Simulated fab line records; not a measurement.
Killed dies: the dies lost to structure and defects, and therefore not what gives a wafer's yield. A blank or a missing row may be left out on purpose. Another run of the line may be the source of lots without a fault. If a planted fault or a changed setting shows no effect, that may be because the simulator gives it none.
Chamber matching    flow nand harc    NHARC_A_WL_FILL_ALD_19 on ald metal-01 has 4 sister chambers
The step deposits TiN, target thk 2 nm, pulse time 3 s, ald cycles 100. 22 wafers are shown with their chamber, then 11 later ones without.

WAFERS, EACH WITH ITS CHAMBER
wafer   chamber  heater power w (W)  precursor pulse height rel
L075.1  0        1122                0.996
L075.2  3        940                 1.002
L075.3  2        922                 0.996
L078.3  3        976                 1.013
L078.4  0        1140                1.006
L078.6  3        950                 0.989
L080.1  0        1166                0.995
L080.5  1        882                 1.004
L080.6  0        1145                0.999
L080.2  2        947                 0.988
L080.3  1        886                 1.009
L080.4  3        926                 0.972
L082.3  3        947                 0.998
L082.4  0        1134                1.038
L082.6  0        1176                1.012
L082.1  1        886                 0.983
L082.2  2        961                 1.000
L082.5  3        939                 1.001
L086.1  0        1154                1.015
L086.3  1        880                 1.016
L086.5  3        979                 1.031
L085.2  3        957                 0.971

SIGNATURES (averages over the wafers above)
reading                     chamber 0  chamber 1  chamber 2  chamber 3  scatter within a chamber
heater power w              1148.14    883.50     943.33     951.75     17.1
precursor pulse height rel  1.00871    1.00300    0.99467    0.99712    0.0164
Rule: a wafer's distance from a chamber is the root of the sum, over the readings, of the square of ((its reading less the chamber's mean) divided by the reading's scatter). If the next closest chamber is less than 2 further off than the closest, the wafer can't be placed; otherwise it belongs to the closest. How the scatter is found: for the shown wafers, subtract from each reading the mean of its chamber, square and add these, divide the total by (wafers less chambers), then take the root.

WAFERS WITH NO CHAMBER GIVEN
wafer   heater power w (W)  precursor pulse height rel
L085.5  975                 1.033
L085.6  947                 1.034
L094.1  938                 1.014
L094.3  923                 1.012
L094.6  1150                0.998
L096.1  939                 1.033
L096.2  1005                0.978
L096.3  942                 1.030
L097.1  1143                1.027
L097.3  1002                1.012
L097.4  956                 0.985

CHAMBER TAKEN BY EACH
wafer   from the rows above           in truth
L085.5  can't be placed: 3 or 2       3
L085.6  can't be placed: 3 or 2 or 1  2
L094.1  can't be placed: 2 or 3       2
L094.3  can't be placed: 2 or 3 or 1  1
L094.6  0                             0
L096.1  can't be placed: 3 or 2 or 1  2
L096.2  can't be placed: 3 or 2       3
L096.3  can't be placed: 3 or 2 or 1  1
L097.1  0                             0
L097.3  can't be placed: 3 or 2       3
L097.4  can't be placed: 3 or 2       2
Correctly placed: 2 of 11. These rows do not allow placing 9 (true chamber among the candidates in 9). Number placed wrongly: 0.
